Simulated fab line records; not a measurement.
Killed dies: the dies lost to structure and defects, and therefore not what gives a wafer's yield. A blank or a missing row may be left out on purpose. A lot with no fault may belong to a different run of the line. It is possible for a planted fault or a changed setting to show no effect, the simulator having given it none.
One fault seen from 2 desks / flow nandHarc / each desk holds nothing but its own numbers, with what lay behind them at the end

== FROM THE METROLOGY DESK ==
Means of the sampled wafers that have a number, per lot and without regard to the tool the lot ran on: this is what the gauges read. A lot is out of limits, marked OUT, if its mean lies more than 4 standard deviations from the usual mean; the brackets give that distance.
Columns: A = thkNm at NHARC_A_BONDPAD_THK_MEAS_20, usual 169.7 nm
lot=L493; first seen here=day 23 18:39; A=167.6
lot=L496; first seen here=day 24 21:23; A=170.4
lot=L501; first seen here=day 27 09:34; A=167.5
lot=L500; first seen here=day 27 19:05; A=169.2
lot=L503; first seen here=day 28 06:31; A=169.8
lot=L502; first seen here=day 29 01:19; A=170.9
lot=L504; first seen here=day 29 08:50; A=171.7
lot=L498; first seen here=day 29 18:05; A=169.6
lot=L507; first seen here=day 30 00:38; A=170.5
lot=L508; first seen here=day 30 05:35; A=169.5
lot=L513; first seen here=day 31 11:15; A=171.9
lot=L515; first seen here=day 32 20:26; A=170.9
lot=L516; first seen here=day 34 08:35; A=170.3
Result from this desk: across the 13 lots, nothing is out of limits.

== DESK OF THE TOOL OWNER: rieDiel-09 ==
The tool's own readings at NHARC_A_CHANNEL_FILL_D1_ETCHBACK_08 (etches the open film in C4F8, target depth 220 nm, time 110 s): means of the sampled wafers that have a number, for each lot that ran on this tool. A lot is out of limits, marked OUT, if its mean lies more than 4 standard deviations from the usual mean; the brackets give that distance.
Columns: A = chamberPressureMTorr at NHARC_A_CHANNEL_FILL_D1_ETCHBACK_08, usual 25.002 mTorr; B = oesProductAu at NHARC_A_CHANNEL_FILL_D1_ETCHBACK_08, usual 0.95 a.u.; C = rfVppV at NHARC_A_CHANNEL_FILL_D1_ETCHBACK_08, usual 440.8 V
lot=L501; first seen here=day 14 20:25; A=24.987; B=0.99; C=439.0
lot=L498; first seen here=day 15 12:28; A=25.010; B=1.00; C=441.0
lot=L504; first seen here=day 15 16:43; A=24.986; B=0.92; C=438.5
lot=L508; first seen here=day 16 15:14; A=24.993; B=1.01; C=439.0
lot=L507; first seen here=day 16 18:28; A=25.017; B=0.93; C=439.0
lot=L515; first seen here=day 19 21:32; A=25.019; B=0.93; C=440.1
Result from this desk: across the 6 lots, nothing is out of limits.

== PUT TOGETHER ==
At the metrology desk, nothing out of limits was observed.
Nothing out of limits was seen by the tool owner's desk.

== WHAT THE SIMULATOR PUT IN ==
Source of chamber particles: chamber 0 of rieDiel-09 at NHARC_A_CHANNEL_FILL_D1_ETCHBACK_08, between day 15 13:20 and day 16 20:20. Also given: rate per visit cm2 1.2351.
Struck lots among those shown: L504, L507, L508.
